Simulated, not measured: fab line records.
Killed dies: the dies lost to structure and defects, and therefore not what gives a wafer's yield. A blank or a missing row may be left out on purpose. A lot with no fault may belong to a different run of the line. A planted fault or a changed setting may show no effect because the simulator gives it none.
Chamber matching || flow n5-finfet || N5_BEOL_M3_CMP_52 on cmp-04 has 4 sister chambers
The step polishes, stops on SiOC, t overpolish 6.8 s, target thk 40 nm. 18 wafers are shown with their chamber, then 9 later ones without.

WAFERS PAIRED WITH THEIR CHAMBERS
{"wafer": "L074.2", "chamber": 2, "motor-current-A (A)": 5.8, "retaining-ring-pressure-frac": 0.995, "barrier-field-endpoint-s (s)": 24.5}
{"wafer": "L074.4", "chamber": 3, "motor-current-A (A)": 6.2, "retaining-ring-pressure-frac": 0.993, "barrier-field-endpoint-s (s)": 23.9}
{"wafer": "L074.5", "chamber": 1, "motor-current-A (A)": 6.0, "retaining-ring-pressure-frac": 1.005, "barrier-field-endpoint-s (s)": 25.2}
{"wafer": "L078.1", "chamber": 1, "motor-current-A (A)": 5.8, "retaining-ring-pressure-frac": 1.004, "barrier-field-endpoint-s (s)": 23.9}
{"wafer": "L078.2", "chamber": 2, "motor-current-A (A)": 5.6, "retaining-ring-pressure-frac": 1.002, "barrier-field-endpoint-s (s)": 24.1}
{"wafer": "L078.6", "chamber": 2, "motor-current-A (A)": 5.7, "retaining-ring-pressure-frac": 1.007, "barrier-field-endpoint-s (s)": 25.4}
{"wafer": "L079.3", "chamber": 0, "motor-current-A (A)": 5.8, "retaining-ring-pressure-frac": 1.007, "barrier-field-endpoint-s (s)": 24.5}
{"wafer": "L079.4", "chamber": 1, "motor-current-A (A)": 6.2, "retaining-ring-pressure-frac": 1.001, "barrier-field-endpoint-s (s)": 24.2}
{"wafer": "L079.6", "chamber": 0, "motor-current-A (A)": 6.0, "retaining-ring-pressure-frac": 1.001, "barrier-field-endpoint-s (s)": 24.8}
{"wafer": "L081.2", "chamber": 2, "motor-current-A (A)": 5.8, "retaining-ring-pressure-frac": 1.007, "barrier-field-endpoint-s (s)": 23.7}
{"wafer": "L081.3", "chamber": 0, "motor-current-A (A)": 6.1, "retaining-ring-pressure-frac": 1.010, "barrier-field-endpoint-s (s)": 25.4}
{"wafer": "L081.5", "chamber": 0, "motor-current-A (A)": 6.1, "retaining-ring-pressure-frac": 1.002, "barrier-field-endpoint-s (s)": 26.1}
{"wafer": "L082.2", "chamber": 3, "motor-current-A (A)": 6.7, "retaining-ring-pressure-frac": 0.996, "barrier-field-endpoint-s (s)": 24.6}
{"wafer": "L082.5", "chamber": 2, "motor-current-A (A)": 5.7, "retaining-ring-pressure-frac": 1.001, "barrier-field-endpoint-s (s)": 24.5}
{"wafer": "L082.6", "chamber": 1, "motor-current-A (A)": 6.0, "retaining-ring-pressure-frac": 0.996, "barrier-field-endpoint-s (s)": 25.6}
{"wafer": "L089.3", "chamber": 2, "motor-current-A (A)": 5.9, "retaining-ring-pressure-frac": 0.999, "barrier-field-endpoint-s (s)": 24.3}
{"wafer": "L089.4", "chamber": 0, "motor-current-A (A)": 5.9, "retaining-ring-pressure-frac": 0.994, "barrier-field-endpoint-s (s)": 25.6}
{"wafer": "L089.6", "chamber": 1, "motor-current-A (A)": 5.9, "retaining-ring-pressure-frac": 0.998, "barrier-field-endpoint-s (s)": 25.2}

SIGNATURES (averages over the wafers above)
{"reading": "motor-current-A", "chamber 0": 5.980, "chamber 1": 5.980, "chamber 2": 5.750, "chamber 3": 6.450, "scatter within a chamber": 0.155}
{"reading": "retaining-ring-pressure-frac", "chamber 0": 1.00280, "chamber 1": 1.00080, "chamber 2": 1.00183, "chamber 3": 0.99450, "scatter within a chamber": 0.0048}
{"reading": "barrier-field-endpoint-s", "chamber 0": 25.280, "chamber 1": 24.820, "chamber 2": 24.417, "chamber 3": 24.250, "scatter within a chamber": 0.633}
Rule: for a wafer and a chamber, the distance is found by dividing, reading by reading, the gap between the wafer's reading and the chamber's mean by the reading's scatter, squaring, summing and taking the root. The wafer belongs to the nearest chamber; if the next one is less than 2 further off, it can't be placed. The scatter is the square root of a quotient: the sum, over the shown wafers, of each reading's squared deviation from its chamber's mean, divided by wafers minus chambers.

WAFERS WITH NO CHAMBER GIVEN
{"wafer": "L093.1", "motor-current-A (A)": 5.7, "retaining-ring-pressure-frac": 1.003, "barrier-field-endpoint-s (s)": 24.3}
{"wafer": "L093.4", "motor-current-A (A)": 5.8, "retaining-ring-pressure-frac": 0.999, "barrier-field-endpoint-s (s)": 24.8}
{"wafer": "L093.5", "motor-current-A (A)": 5.7, "retaining-ring-pressure-frac": 1.001, "barrier-field-endpoint-s (s)": 24.5}
{"wafer": "L094.2", "motor-current-A (A)": 5.7, "retaining-ring-pressure-frac": 0.994, "barrier-field-endpoint-s (s)": 24.2}
{"wafer": "L094.5", "motor-current-A (A)": 6.5, "retaining-ring-pressure-frac": 0.998, "barrier-field-endpoint-s (s)": 23.7}
{"wafer": "L094.6", "motor-current-A (A)": 5.7, "retaining-ring-pressure-frac": 1.008, "barrier-field-endpoint-s (s)": 24.3}
{"wafer": "L095.1", "motor-current-A (A)": 6.4, "retaining-ring-pressure-frac": 1.006, "barrier-field-endpoint-s (s)": 24.7}
{"wafer": "L095.3", "motor-current-A (A)": 5.7, "retaining-ring-pressure-frac": 1.000, "barrier-field-endpoint-s (s)": 24.0}
{"wafer": "L095.4", "motor-current-A (A)": 6.3, "retaining-ring-pressure-frac": 1.008, "barrier-field-endpoint-s (s)": 24.2}

WHICH CHAMBER EACH ONE RAN IN
{"wafer": "L093.1", "from the rows above": "can't be placed: 2 or 1 or 0", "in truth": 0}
{"wafer": "L093.4", "from the rows above": "can't be placed: 2 or 1 or 0", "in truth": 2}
{"wafer": "L093.5", "from the rows above": "can't be placed: 2 or 1 or 0", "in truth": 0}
{"wafer": "L094.2", "from the rows above": "can't be placed: 2 or 1 or 0", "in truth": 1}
{"wafer": "L094.5", "from the rows above": 3, "in truth": 3}
{"wafer": "L094.6", "from the rows above": "can't be placed: 2 or 1 or 0", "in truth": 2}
{"wafer": "L095.1", "from the rows above": "can't be placed: 3 or 1 or 0 or 2", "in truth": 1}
{"wafer": "L095.3", "from the rows above": "can't be placed: 2 or 1 or 0", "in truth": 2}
{"wafer": "L095.4", "from the rows above": "can't be placed: 1 or 0 or 3 or 2", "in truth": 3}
Placed correctly: 1 of 9. Cannot be placed on the basis of these rows: 8; the candidates contain the true chamber in 8. Placed wrongly: 0.
